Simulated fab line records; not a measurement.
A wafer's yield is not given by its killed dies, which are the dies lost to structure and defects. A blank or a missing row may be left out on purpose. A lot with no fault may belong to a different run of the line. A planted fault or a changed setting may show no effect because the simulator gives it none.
Problem report in the 8D (eight disciplines) form, filled by code -- flow n5 finfet -- the parts of the form that need people (team, actions taken, sign-off) are left out

## 1. THE ISSUE
Mean of trench depth nm at N5_STI_FIN_REVEAL_FIN_H_MEAS_10: 55.1 nm across 5 wafers in 3 lots; on wafers with no fault it is 51.9 nm (standard deviation 0.58). That puts it +5.6 standard deviations away from the usual mean.
The first sign was on wafer L922.4 at day 6 06:52, on ocd-01. The record holds 32 wafers of 11 lots with a number at this step. Rule for "out" (also "out of limits"): further than 4 standard deviations from the usual mean. Any other wafer with a number is counted as sound.

## 2. WHAT THIS IS AND IS NOT
question,is,is not
which readings at this step,trench depth nm,-
which lots,"L922, L923, L925","L908, L909, L911, L912, L917, L919, L920, L921"
which wafers of those lots,"L922.4, L922.5, L923.4, L923.5, L925.4","L922.2, L923.2, L925.3"
read on which gauges,"ocd-01, ocd-02",-
when,from day 6 06:52,"up to then (25 sound wafers); but 2 sound wafers of L923, L925 came after"

## 3. THE SUSPECTS, EACH WITH WHAT RULES IT OUT
Counting: a tool at a process step up to the reading stays a suspect if it ran every lot that is out. Sound lots after the first of them don't rule it out here, since some wafers of a struck lot are sound.
- the gauge at N5_STI_FIN_REVEAL_FIN_H_MEAS_10 has been ruled out. 2 gauges (ocd-01, ocd-02) read the wafers that are out.
- vapor etch-01 at N5_STI_FIN_REVEAL_RECESS_09 (chemistry HF/NH3, target SiO2, afs cycles 11, target depth 42.5 nm, sublimation time 60 s): kept. It ran every lot that is out, first L922 (day 6 03:53); its last sound lot up to then is L921 (day 5 22:16).
After counting, what remains is vapor etch-01 at N5_STI_FIN_REVEAL_RECESS_09.

## 4. THE CAUSE (what the simulator had put in)
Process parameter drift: vapor etch-01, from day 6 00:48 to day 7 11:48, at N5_STI_FIN_REVEAL_RECESS_09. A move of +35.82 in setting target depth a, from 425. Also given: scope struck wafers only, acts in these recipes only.
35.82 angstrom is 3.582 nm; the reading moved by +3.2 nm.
After counting, this tool was the only one left.

## 5. THE CHAIN OF EFFECTS, in route order
Rows list readings where the struck wafers' mean (over those with a number) sits beyond 3 standard deviations from the usual. Only readings for which the record gives a usual standard deviation are gone through. hours: the time from each lot's start at the first step in this table that gives one to its start at this step, as a median over the lots. sigmas: the change in usual standard deviations.
hours,step,reading,usual,on struck wafers,change,sigmas
0,N5_STI_FIN_REVEAL_FIN_H_MEAS_10,trench depth nm,51.9 nm,55.1,+3.2,+5.6

## 6. WHAT WOULD HAVE CAUGHT IT SOONER
In this record the first reading out of limits at a measuring or inspecting step was taken at day 6 06:52, 6 hours after the fault began at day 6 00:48.
Tool readings at N5_STI_FIN_REVEAL_RECESS_09 with a usual standard deviation given in the record: none out on any struck wafer, hence no alarm at a limit of 4 standard deviations on them.
Of the lots that are out (3), L923, L925 began N5_STI_FIN_REVEAL_RECESS_09 on vapor etch-01 after day 6 06:52. A hold on the tool at that time would have spared those 2.
